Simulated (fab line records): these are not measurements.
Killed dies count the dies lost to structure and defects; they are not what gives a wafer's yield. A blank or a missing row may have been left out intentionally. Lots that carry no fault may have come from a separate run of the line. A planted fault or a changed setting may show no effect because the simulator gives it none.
Chamber matching || flow n5Finfet || rieDiel-05 running N5_BEOL_M0_STRIP_104: 4 sister chambers
The step strips in N2/H2. 24 wafers are shown with their chamber, then 12 later ones without.

## WAFERS WITH THEIR CHAMBER
{"wafer": "L075.1", "chamber": 0, "showerheadPlenumPTorr (Torr)": 2.50, "drypumpMotorCurrentA (A)": 6.6, "throttleValvePct (%)": 23.73}
{"wafer": "L075.3", "chamber": 2, "showerheadPlenumPTorr (Torr)": 2.63, "drypumpMotorCurrentA (A)": 5.1, "throttleValvePct (%)": 23.77}
{"wafer": "L075.5", "chamber": 1, "showerheadPlenumPTorr (Torr)": 2.68, "drypumpMotorCurrentA (A)": 5.7, "throttleValvePct (%)": 23.81}
{"wafer": "L076.1", "chamber": 0, "showerheadPlenumPTorr (Torr)": 2.50, "drypumpMotorCurrentA (A)": 6.6, "throttleValvePct (%)": 23.75}
{"wafer": "L076.2", "chamber": 1, "showerheadPlenumPTorr (Torr)": 2.68, "drypumpMotorCurrentA (A)": 5.8, "throttleValvePct (%)": 23.80}
{"wafer": "L076.3", "chamber": 3, "showerheadPlenumPTorr (Torr)": 2.69, "drypumpMotorCurrentA (A)": 5.7, "throttleValvePct (%)": 23.23}
{"wafer": "L076.4", "chamber": 2, "showerheadPlenumPTorr (Torr)": 2.63, "drypumpMotorCurrentA (A)": 5.1, "throttleValvePct (%)": 23.75}
{"wafer": "L076.5", "chamber": 3, "showerheadPlenumPTorr (Torr)": 2.69, "drypumpMotorCurrentA (A)": 5.7, "throttleValvePct (%)": 23.22}
{"wafer": "L076.6", "chamber": 0, "showerheadPlenumPTorr (Torr)": 2.50, "drypumpMotorCurrentA (A)": 6.6, "throttleValvePct (%)": 23.75}
{"wafer": "L078.1", "chamber": 3, "showerheadPlenumPTorr (Torr)": 2.69, "drypumpMotorCurrentA (A)": 5.7, "throttleValvePct (%)": 23.22}
{"wafer": "L078.5", "chamber": 0, "showerheadPlenumPTorr (Torr)": 2.50, "drypumpMotorCurrentA (A)": 6.6, "throttleValvePct (%)": 23.74}
{"wafer": "L078.6", "chamber": 1, "showerheadPlenumPTorr (Torr)": 2.67, "drypumpMotorCurrentA (A)": 5.8, "throttleValvePct (%)": 23.79}
{"wafer": "L079.1", "chamber": 0, "showerheadPlenumPTorr (Torr)": 2.50, "drypumpMotorCurrentA (A)": 6.6, "throttleValvePct (%)": 23.74}
{"wafer": "L079.3", "chamber": 3, "showerheadPlenumPTorr (Torr)": 2.69, "drypumpMotorCurrentA (A)": 5.7, "throttleValvePct (%)": 23.25}
{"wafer": "L079.5", "chamber": 1, "showerheadPlenumPTorr (Torr)": 2.67, "drypumpMotorCurrentA (A)": 5.8, "throttleValvePct (%)": 23.81}
{"wafer": "L081.1", "chamber": 3, "showerheadPlenumPTorr (Torr)": 2.69, "drypumpMotorCurrentA (A)": 5.7, "throttleValvePct (%)": 23.24}
{"wafer": "L081.3", "chamber": 2, "showerheadPlenumPTorr (Torr)": 2.63, "drypumpMotorCurrentA (A)": 5.1, "throttleValvePct (%)": 23.76}
{"wafer": "L081.5", "chamber": 3, "showerheadPlenumPTorr (Torr)": 2.69, "drypumpMotorCurrentA (A)": 5.7, "throttleValvePct (%)": 23.23}
{"wafer": "L083.1", "chamber": 1, "showerheadPlenumPTorr (Torr)": 2.67, "drypumpMotorCurrentA (A)": 5.8, "throttleValvePct (%)": 23.79}
{"wafer": "L083.2", "chamber": 2, "showerheadPlenumPTorr (Torr)": 2.63, "drypumpMotorCurrentA (A)": 5.1, "throttleValvePct (%)": 23.77}
{"wafer": "L083.3", "chamber": 0, "showerheadPlenumPTorr (Torr)": 2.50, "drypumpMotorCurrentA (A)": 6.6, "throttleValvePct (%)": 23.74}
{"wafer": "L083.4", "chamber": 3, "showerheadPlenumPTorr (Torr)": 2.69, "drypumpMotorCurrentA (A)": 5.7, "throttleValvePct (%)": 23.24}
{"wafer": "L083.5", "chamber": 1, "showerheadPlenumPTorr (Torr)": 2.67, "drypumpMotorCurrentA (A)": 5.7, "throttleValvePct (%)": 23.83}
{"wafer": "L083.6", "chamber": 0, "showerheadPlenumPTorr (Torr)": 2.50, "drypumpMotorCurrentA (A)": 6.6, "throttleValvePct (%)": 23.75}

SIGNATURES (averages over the wafers above)
{"reading": "showerheadPlenumPTorr", "chamber 0": 2.5000, "chamber 1": 2.6733, "chamber 2": 2.6300, "chamber 3": 2.6900, "scatter within a chamber": 0.00258}
{"reading": "drypumpMotorCurrentA", "chamber 0": 6.600, "chamber 1": 5.767, "chamber 2": 5.100, "chamber 3": 5.700, "scatter within a chamber": 0.0258}
{"reading": "throttleValvePct", "chamber 0": 23.7429, "chamber 1": 23.8050, "chamber 2": 23.7625, "chamber 3": 23.2329, "scatter within a chamber": 0.0112}
Rule: for each reading, subtract the chamber's mean from the wafer's reading, divide by that reading's scatter and square the result; add these up over the readings and take the root, which gives the wafer's distance from the chamber. If the next closest chamber is less than 2 further off than the closest, the wafer can't be placed; otherwise it belongs to the closest. How the scatter is found: for the shown wafers, subtract from each reading the mean of its chamber, square and add these, divide the total by (wafers less chambers), then take the root.

## WAFERS MISSING THEIR CHAMBER
{"wafer": "L084.1", "showerheadPlenumPTorr (Torr)": 2.63, "drypumpMotorCurrentA (A)": 5.1, "throttleValvePct (%)": 23.77}
{"wafer": "L084.5", "showerheadPlenumPTorr (Torr)": 2.68, "drypumpMotorCurrentA (A)": 5.7, "throttleValvePct (%)": 23.29}
{"wafer": "L084.6", "showerheadPlenumPTorr (Torr)": 2.50, "drypumpMotorCurrentA (A)": 6.6, "throttleValvePct (%)": 23.77}
{"wafer": "L085.2", "showerheadPlenumPTorr (Torr)": 2.50, "drypumpMotorCurrentA (A)": 6.6, "throttleValvePct (%)": 23.74}
{"wafer": "L085.3", "showerheadPlenumPTorr (Torr)": 2.62, "drypumpMotorCurrentA (A)": 5.1, "throttleValvePct (%)": 23.75}
{"wafer": "L085.4", "showerheadPlenumPTorr (Torr)": 2.67, "drypumpMotorCurrentA (A)": 5.7, "throttleValvePct (%)": 23.84}
{"wafer": "L088.2", "showerheadPlenumPTorr (Torr)": 2.49, "drypumpMotorCurrentA (A)": 6.6, "throttleValvePct (%)": 23.75}
{"wafer": "L088.3", "showerheadPlenumPTorr (Torr)": 2.68, "drypumpMotorCurrentA (A)": 5.7, "throttleValvePct (%)": 23.23}
{"wafer": "L088.5", "showerheadPlenumPTorr (Torr)": 2.68, "drypumpMotorCurrentA (A)": 5.7, "throttleValvePct (%)": 23.23}
{"wafer": "L087.2", "showerheadPlenumPTorr (Torr)": 2.67, "drypumpMotorCurrentA (A)": 5.7, "throttleValvePct (%)": 23.86}
{"wafer": "L087.3", "showerheadPlenumPTorr (Torr)": 2.68, "drypumpMotorCurrentA (A)": 5.7, "throttleValvePct (%)": 23.28}
{"wafer": "L087.5", "showerheadPlenumPTorr (Torr)": 2.49, "drypumpMotorCurrentA (A)": 6.6, "throttleValvePct (%)": 23.76}

## WHICH CHAMBER EACH ONE RAN IN
{"wafer": "L084.1", "from the rows above": 2, "in truth": 2}
{"wafer": "L084.5", "from the rows above": 3, "in truth": 3}
{"wafer": "L084.6", "from the rows above": 0, "in truth": 0}
{"wafer": "L085.2", "from the rows above": 0, "in truth": 0}
{"wafer": "L085.3", "from the rows above": 2, "in truth": 2}
{"wafer": "L085.4", "from the rows above": 1, "in truth": 1}
{"wafer": "L088.2", "from the rows above": 0, "in truth": 0}
{"wafer": "L088.3", "from the rows above": 3, "in truth": 3}
{"wafer": "L088.5", "from the rows above": 3, "in truth": 3}
{"wafer": "L087.2", "from the rows above": 1, "in truth": 1}
{"wafer": "L087.3", "from the rows above": 3, "in truth": 3}
{"wafer": "L087.5", "from the rows above": 0, "in truth": 0}
Correct placement for 12 of the 12. Can't be placed from these rows: 0. Placed wrongly: 0.
